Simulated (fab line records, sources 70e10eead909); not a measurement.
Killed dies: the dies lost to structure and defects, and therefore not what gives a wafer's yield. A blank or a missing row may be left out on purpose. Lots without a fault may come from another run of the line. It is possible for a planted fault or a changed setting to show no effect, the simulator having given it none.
Which of the tools did it? + flow nand_harc + 24 lots, 72 wafers sampled, at 1 step of a route of 1302

== WHAT THE GAUGES SHOWED, per wafer ==
NHARC_A_CONTACT_INSPECT_23. Usual: raw_defect_count 497, standard deviation 100.
| lot  | measured     | on                | raw_defect_count | flag |
|------|--------------|-------------------|------------------|------|
| L074 | day 22 23:49 | defect_inspect-01 | 361 302 328      |      |
| L075 | day 23 01:37 | defect_inspect-02 | 543 481 573      |      |
| L076 | day 23 17:22 | defect_inspect-02 | 564 509 560      |      |
| L078 | day 23 19:27 | defect_inspect-01 | 477 636 390      |      |
| L080 | day 24 06:43 | defect_inspect-02 | 420 529 648      |      |
| L079 | day 24 09:05 | defect_inspect-02 | 430 487 535      |      |
| L077 | day 24 15:28 | defect_inspect-02 | 690 424 589      |      |
| L081 | day 25 06:12 | defect_inspect-02 | 488 479 453      |      |
| L082 | day 25 09:58 | defect_inspect-02 | 523 779 544      |      |
| L083 | day 26 01:09 | defect_inspect-02 | 668 754 710      |      |
| L084 | day 26 17:35 | defect_inspect-01 | 287 419 513      |      |
| L085 | day 26 17:56 | defect_inspect-02 | 583 595 470      |      |
| L086 | day 27 06:44 | defect_inspect-02 | 344 510 393      |      |
| L089 | day 28 03:59 | defect_inspect-01 | 452 493 441      |      |
| L090 | day 28 05:20 | defect_inspect-02 | 518 511 556      |      |
| L087 | day 28 07:13 | defect_inspect-02 | 440 385 401      |      |
| L088 | day 28 07:49 | defect_inspect-01 | 444 542 466      |      |
| L093 | day 30 00:45 | defect_inspect-01 | 602 452 561      |      |
| L092 | day 30 02:58 | defect_inspect-01 | 603 537 563      |      |
| L091 | day 30 11:49 | defect_inspect-02 | 581 447 633      |      |
| L094 | day 31 06:55 | defect_inspect-02 | 478 465 388      |      |
| L096 | day 31 07:51 | defect_inspect-02 | 402 359 315      |      |
| L095 | day 31 08:45 | defect_inspect-01 | 644 469 628      |      |
| L097 | day 31 20:34 | defect_inspect-01 | 446 386 455      |      |

== WHICH TOOL RAN EACH LOT (tool, then ch and the chambers of the sampled wafers, then the start) ==
The record shows no process step preceding these readings.

== WHAT THE TOOLS THEMSELVES READ (means of the sampled wafers that have a number; where no wafer has one, the mark that the record gives instead) ==
The record holds no such reading with a usual standard deviation.

== THE ANSWER, worked out from the rows above alone ==
Rule: take the mean of a lot's wafers that have a number; if it is more than 3 standard deviations from the usual mean, the lot is off. A lot without any number at a reading at which 4 lots or more have one is off too. All remaining lots with rows at the step are treated as sound. The gauges are gone through in route order, then the tools' own readings, and for those a lot's mean is taken as printed above. At the first step where some lot is off, the reading lying furthest off is the one used; lots without a number count as furthest.
No lot is off on any of the readings shown, so nothing can be concluded from this.

== WHAT WAS PUT IN BY THE SIMULATOR ==
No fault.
